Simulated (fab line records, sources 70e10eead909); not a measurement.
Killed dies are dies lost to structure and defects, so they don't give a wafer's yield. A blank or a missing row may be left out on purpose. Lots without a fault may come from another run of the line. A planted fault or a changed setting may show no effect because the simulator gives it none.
Chamber matching | flow nand_harc | NHARC_P_GATE_STRIP_108 on rie_diel-09: 4 sister chambers
The step strips in O2. 14 wafers are shown with their chamber, then 7 later ones without.

WAFERS WITH THEIR CHAMBER
wafer  | chamber | showerhead_plenum_p_Torr (Torr) | drypump_motor_current_A (A) | oes_product_au (a.u.)
L074.2 | 3       | 3.30                            | 6.2                         | 1.001
L074.3 | 0       | 3.37                            | 5.9                         | 0.977
L074.5 | 0       | 3.37                            | 5.9                         | 0.964
L074.1 | 2       | 3.37                            | 5.8                         | 1.019
L074.4 | 1       | 3.64                            | 6.4                         | 1.000
L074.6 | 3       | 3.30                            | 6.2                         | 0.995
L075.1 | 0       | 3.36                            | 5.9                         | 0.970
L075.2 | 1       | 3.64                            | 6.3                         | 1.007
L075.3 | 2       | 3.37                            | 5.8                         | 1.004
L075.4 | 3       | 3.30                            | 6.2                         | 1.001
L075.5 | 0       | 3.36                            | 5.9                         | 0.975
L075.6 | 1       | 3.64                            | 6.3                         | 0.996
L084.3 | 0       | 3.36                            | 5.9                         | 1.003
L084.4 | 2       | 3.37                            | 5.8                         | 0.995

SIGNATURES (means of the wafers above)
reading                  | chamber 0 | chamber 1 | chamber 2 | chamber 3 | scatter within a chamber
showerhead_plenum_p_Torr | 3.3640    | 3.6400    | 3.3700    | 3.3000    | 0.00346
drypump_motor_current_A  | 5.900     | 6.333     | 5.800     | 6.200     | 0.0258
oes_product_au           | 0.97780   | 1.00100   | 1.00600   | 0.99900   | 0.0113
Rule: a wafer's distance from a chamber is the root of the sum, over the readings, of the square of ((its reading less the chamber's mean) divided by the reading's scatter). The wafer belongs to the nearest chamber; if the next one is less than 2 further off, it can't be placed. The scatter: the root of (the sum of the squares of (reading less its chamber's mean) over the shown wafers, divided by (wafers less chambers)).

WAFERS WITHOUT THEIR CHAMBER
wafer  | showerhead_plenum_p_Torr (Torr) | drypump_motor_current_A (A) | oes_product_au (a.u.)
L084.5 | 3.37                            | 5.8                         | 0.996
L092.1 | 3.36                            | 5.9                         | 1.001
L092.2 | 3.30                            | 6.2                         | 1.010
L092.5 | 3.36                            | 5.9                         | 0.989
L096.2 | 3.30                            | 6.2                         | 1.011
L096.3 | 3.63                            | 6.3                         | 1.006
L096.4 | 3.36                            | 5.9                         | 0.986

WHICH CHAMBER EACH WENT THROUGH
wafer  | from the rows above | in truth
L084.5 | 2                   | 2
L092.1 | 0                   | 0
L092.2 | 3                   | 3
L092.5 | 0                   | 0
L096.2 | 3                   | 3
L096.3 | 1                   | 1
L096.4 | 0                   | 0
Placed correctly: 7 of 7. Can't be placed from these rows: 0. Placed wrongly: 0.
